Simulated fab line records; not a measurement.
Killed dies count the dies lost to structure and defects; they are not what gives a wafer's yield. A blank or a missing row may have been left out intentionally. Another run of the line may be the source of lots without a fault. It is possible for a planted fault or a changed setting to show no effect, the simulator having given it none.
Which tool did it?    flow nand harc    36 wafers from 12 lots sampled at 4 of the route's 1159 steps

== WHAT EACH GAUGE READ, for each wafer ==
NHARC_A_M1_THK_MEAS_24: measures by xrf.
lot   measured      on             thk nm (nm)
L075  day 18 05:02  film metro-01  155.5 156.8 158.2
L076  day 18 08:32  film metro-02  156.1 156.7 156.1
L078  day 18 16:40  film metro-01  154.6 152.7 156.7
L082  day 19 23:27  film metro-02  155.2 155.7 156.0
L083  day 20 09:32  film metro-01  154.7 155.2 153.8
L085  day 20 16:23  film metro-02  153.3 154.4 153.6
L086  day 21 09:36  film metro-01  154.0 154.0 153.3
L088  day 22 05:31  film metro-01  155.2 152.1 158.4
L090  day 22 19:41  film metro-01  155.5 155.4 157.9
L094  day 23 05:04  film metro-01  158.1 155.7 157.2
L096  day 23 08:49  film metro-02  153.4 153.1 151.2
L097  day 23 18:24  film metro-02  156.3 155.1 155.2

== TOOL THAT RAN EACH LOT (tool first, then ch and the chambers of the sampled wafers, then the start) ==
lot   NHARC_A_CONTACT_ETCH_30                        NHARC_A_BLC_PVD_32                       NHARC_A_M0_DESCUM_14
L075  rie diel-07 ch 1,2,3, day 17 22:05 or earlier  pvd sputter-01, day 17 22:05 or earlier  rie diel-10 ch 0,2,3, day 17 22:05
L076  rie diel-07 ch 0,1, day 18 02:02 or earlier    pvd sputter-02, day 18 02:02 or earlier  rie diel-12 ch 0,1,2, day 18 02:02
L078  rie diel-05 ch 0,2, day 17 22:34               pvd sputter-01, day 18 10:09 or earlier  rie diel-10 ch 0,2,3, day 18 10:09
L082  rie diel-11 ch 1,2, day 19 16:35 or earlier    pvd sputter-02, day 19 16:35 or earlier  rie diel-06 ch 1,2,3, day 19 16:35
L083  rie diel-11 ch 2,3, day 20 02:41 or earlier    pvd sputter-02, day 20 02:41 or earlier  rie diel-12 ch 0,2, day 20 02:41
L085  rie diel-05 ch 0,2,3, day 20 09:38 or earlier  pvd sputter-01, day 20 09:38 or earlier  rie diel-06 ch 0,1,2, day 20 09:38
L086  rie diel-05 ch 1,2, day 21 03:02 or earlier    pvd sputter-03, day 21 03:02 or earlier  rie diel-06 ch 0,1, day 21 03:02
L088  rie diel-05 ch 0,3, day 21 22:56 or earlier    pvd sputter-03, day 21 22:56 or earlier  rie diel-10 ch 0,1, day 21 22:56
L090  rie diel-07 ch 1,2,3, day 22 13:04 or earlier  pvd sputter-01, day 22 13:04 or earlier  rie diel-12 ch 1,2,3, day 22 13:04
L094  rie diel-07 ch 2,3, day 22 22:13 or earlier    pvd sputter-02, day 22 22:13 or earlier  rie diel-10 ch 0,1,3, day 22 22:13
L096  rie diel-07 ch 0,1,3, day 23 01:37 or earlier  pvd sputter-03, day 23 01:37 or earlier  rie diel-12 ch 1,3, day 23 01:37
L097  rie diel-07 ch 0,1,2, day 23 11:52 or earlier  pvd sputter-02, day 23 11:52 or earlier  rie diel-10 ch 0,1,3, day 23 11:52
- NHARC_A_CONTACT_ETCH_30: etches the open film in CF4/CHF3, target depth 60.5 nm, time 30.2 s.
- NHARC_A_BLC_PVD_32: deposits Ti, target thk 5 nm, time 17.7 s.
- NHARC_A_M0_DESCUM_14: chemistry O2, time 3 s.

== THE ANSWER, worked out from the rows above alone ==
Rule: what is usual is taken from the lots themselves. Put in order of their means at a reading, lots are off if they are a third of the lots or fewer, leave a main group of 4 or more, and stand apart from it by a gap of 3 or more times the standard deviation of the main group's means; of several such gaps the widest counts. Not used: any main group whose means are identical at the precision the tables above print for the reading. A lot without any number at a reading at which 4 lots or more have one is off too. The other lots that the step has rows for count as sound.
No lot is off at any reading shown: from this, nothing can be told.

== WHAT HAD BEEN PUT IN BY THE SIMULATOR ==
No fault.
